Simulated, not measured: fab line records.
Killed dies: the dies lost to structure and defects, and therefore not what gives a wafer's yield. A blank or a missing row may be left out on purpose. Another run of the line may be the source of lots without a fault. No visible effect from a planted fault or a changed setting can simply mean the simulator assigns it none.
Commonality check across tools    flow nand-harc    Lots sampled 2, wafers sampled 6

== REASON IT WAS OPENED ==
Flagged at NHARC_END_SORT_01: reading killed-at-array, on 2 of 2 lots. Fault-free wafers read 28, with a standard deviation of 11.
Rule: a lot gets a flag if all its wafers with a number sit over 4 standard deviations from that mean, or if no wafer of it has a number. The other lots count as sound.

lot   measured      on         killed-at-array, wafer by wafer  flag
L890  day 22 12:20  prober-02  101 107 88                       FLAGGED
L891  day 22 21:02  prober-02  85 96 98                         FLAGGED
On average the flagged lots' numbers are 96, which is +68 against the usual, or +6 standard deviations.

== EACH LOT AND THE TOOL IT RAN ON ==
The record holds 4 process steps before the reading, out of a route of 1159 steps. Every cell lists first the tool, next ch and the chambers used by the sampled wafers, and last the start.
lot   flag     NHARC_A_WL_FILL_ETCHBACK_17        NHARC_A_BONDPAD_ETCH_24                        NHARC_A_BONDPAD_CMP_19         NHARC_THIN_TSV_DEP_43
L890  FLAGGED  rie-metal-03 ch 0,1, day 18 10:42  rie-diel-03 ch 1,2,3, day 20 23:46 or earlier  cmp-03 ch 0,1,2, day 20 23:46  pecvd-02 ch 0,1,2, day 21 13:53
L891  FLAGGED  rie-metal-03 ch 0,1, day 19 10:53  rie-diel-03 ch 1,2, day 21 13:38 or earlier    cmp-03 ch 2,3, day 21 13:38    pecvd-01 ch 1,2, day 22 01:58
What the steps here do:
- NHARC_A_WL_FILL_ETCHBACK_17: etches the open film in Cl2/BCl3, target depth 4 nm, time 26.7 s.
- NHARC_A_BONDPAD_ETCH_24: etches the open film in CF4/N2, target depth 30 nm, time 72.99 s.
- NHARC_A_BONDPAD_CMP_19: polishes, t overpolish 30 s, cu recess touch 16 s, target thk 169.8 nm.
- NHARC_THIN_TSV_DEP_43: deposits SiO2, target thk 1328.5 nm.
- NHARC_END_SORT_01

== FLAGGED AGAINST TOTAL, ONE TOOL AT A TIME (gauges that did the reading follow at the end) ==
step                         tool          lots run  flagged  share of the flagged lots  sound lots run after its first flagged lot
NHARC_A_WL_FILL_ETCHBACK_17  rie-metal-03  2         2        all                        0
NHARC_A_BONDPAD_ETCH_24      rie-diel-03   2         2        all                        0
NHARC_A_BONDPAD_CMP_19       cmp-03        2         2        all                        0
NHARC_THIN_TSV_DEP_43        pecvd-01      1         1        some                       0
NHARC_THIN_TSV_DEP_43        pecvd-02      1         1        some                       0
NHARC_END_SORT_01            prober-02     2         2        all                        0
Because NHARC_A_BONDPAD_ETCH_24 lacks a start for some lots, the hours and order of its lots are taken from NHARC_A_BONDPAD_CMP_19.

== WHAT THE TABLE ALLOWS ==
4 rows of the table ran every flagged lot: rie-metal-03 at NHARC_A_WL_FILL_ETCHBACK_17, rie-diel-03 at NHARC_A_BONDPAD_ETCH_24, cmp-03 at NHARC_A_BONDPAD_CMP_19, prober-02 at NHARC_END_SORT_01.
- rie-metal-03 at NHARC_A_WL_FILL_ETCHBACK_17: 2 of its 2 lots flagged. In this sample it ran no sound lot ahead of its first flagged lot, so there is no way to narrow down the start.
- rie-diel-03 at NHARC_A_BONDPAD_ETCH_24: 2 of its 2 lots flagged. In this sample it ran no sound lot ahead of its first flagged lot, so there is no way to narrow down the start.
- cmp-03 at NHARC_A_BONDPAD_CMP_19: 2 of its 2 lots flagged. In this sample it ran no sound lot ahead of its first flagged lot, so there is no way to narrow down the start.
- prober-02 at NHARC_END_SORT_01: 2 of its 2 lots flagged. In this sample it ran no sound lot ahead of its first flagged lot, so there is no way to narrow down the start.
A lot count leaves these 4 tools indistinguishable: every one of them fits a fault beginning at some hour. More lots, or a look at what each step does to the wafer, might.

== WHAT THE SIMULATOR HAD INSERTED ==
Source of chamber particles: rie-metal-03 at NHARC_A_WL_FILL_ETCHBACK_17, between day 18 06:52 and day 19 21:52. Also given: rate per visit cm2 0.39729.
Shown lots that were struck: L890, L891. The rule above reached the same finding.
